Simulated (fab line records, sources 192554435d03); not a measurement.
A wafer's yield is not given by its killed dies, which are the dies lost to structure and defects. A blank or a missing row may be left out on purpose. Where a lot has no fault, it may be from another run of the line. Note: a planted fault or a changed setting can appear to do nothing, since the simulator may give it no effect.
Matching of chambers    flow n5Finfet    rieDiel-02 running N5_BEOL_M2_VIA_ETCH_34: 4 sister chambers
The step etches the open film in C4F6/O2, target depth 69.4 nm, time 65.9 s. 18 wafers are shown with their chamber, then 9 later ones without.

WAFERS WITH THEIR CHAMBER
wafer   chamber  throttleValvePct (%)  drypumpMotorCurrentA (A)  showerheadPlenumPTorr (Torr)
L075.3  2        30.85                 5.0                       2.85
L075.5  0        31.39                 5.3                       2.92
L075.6  2        30.85                 5.0                       2.85
L078.1  3        30.78                 5.8                       2.99
L078.3  0        31.41                 5.3                       2.92
L078.6  1        30.93                 5.5                       2.94
L081.2  3        30.81                 5.7                       2.99
L081.4  0        31.42                 5.3                       2.91
L081.6  3        30.79                 5.7                       2.99
L083.4  2        30.88                 5.0                       2.84
L083.5  3        30.80                 5.8                       2.99
L083.6  2        30.88                 5.0                       2.84
L082.1  0        31.42                 5.3                       2.91
L082.2  1        30.93                 5.5                       2.94
L082.4  3        30.78                 5.8                       2.99
L084.3  3        30.79                 5.8                       2.99
L084.4  0        31.42                 5.3                       2.91
L084.5  0        31.41                 5.3                       2.91

SIGNATURES, as means of the wafers listed above
reading                chamber 0  chamber 1  chamber 2  chamber 3  scatter within a chamber
throttleValvePct       31.4117    30.9300    30.8650    30.7917    0.0127
drypumpMotorCurrentA   5.300      5.500      5.000      5.767      0.0309
showerheadPlenumPTorr  2.9133     2.9400     2.8450     2.9900     0.00408
Rule: a wafer lies at a distance from a chamber equal to the root of the sum of squares, over the readings, of (its reading less the chamber's mean, divided by the reading's scatter). If the next closest chamber is less than 2 further off than the closest, the wafer can't be placed; otherwise it belongs to the closest. The scatter is the square root of a quotient: the sum, over the shown wafers, of each reading's squared deviation from its chamber's mean, divided by wafers minus chambers.

WAFERS MISSING THEIR CHAMBER
wafer   throttleValvePct (%)  drypumpMotorCurrentA (A)  showerheadPlenumPTorr (Torr)
L090.1  31.44                 5.3                       2.91
L090.4  30.88                 5.0                       2.83
L090.6  30.82                 5.7                       2.98
L088.1  30.94                 5.5                       2.93
L088.2  31.44                 5.3                       2.91
L088.4  30.80                 5.8                       2.98
L096.2  30.97                 5.5                       2.92
L096.3  31.45                 5.3                       2.90
L096.4  30.96                 5.5                       2.92

EACH ONE'S CHAMBER
wafer   from the rows above  in truth
L090.1  0                    0
L090.4  2                    2
L090.6  3                    3
L088.1  1                    1
L088.2  0                    0
L088.4  3                    3
L096.2  1                    1
L096.3  0                    0
L096.4  1                    1
Correct placement for 9 of the 9. Left unplaced by these rows: 0. Wrongly placed: 0.
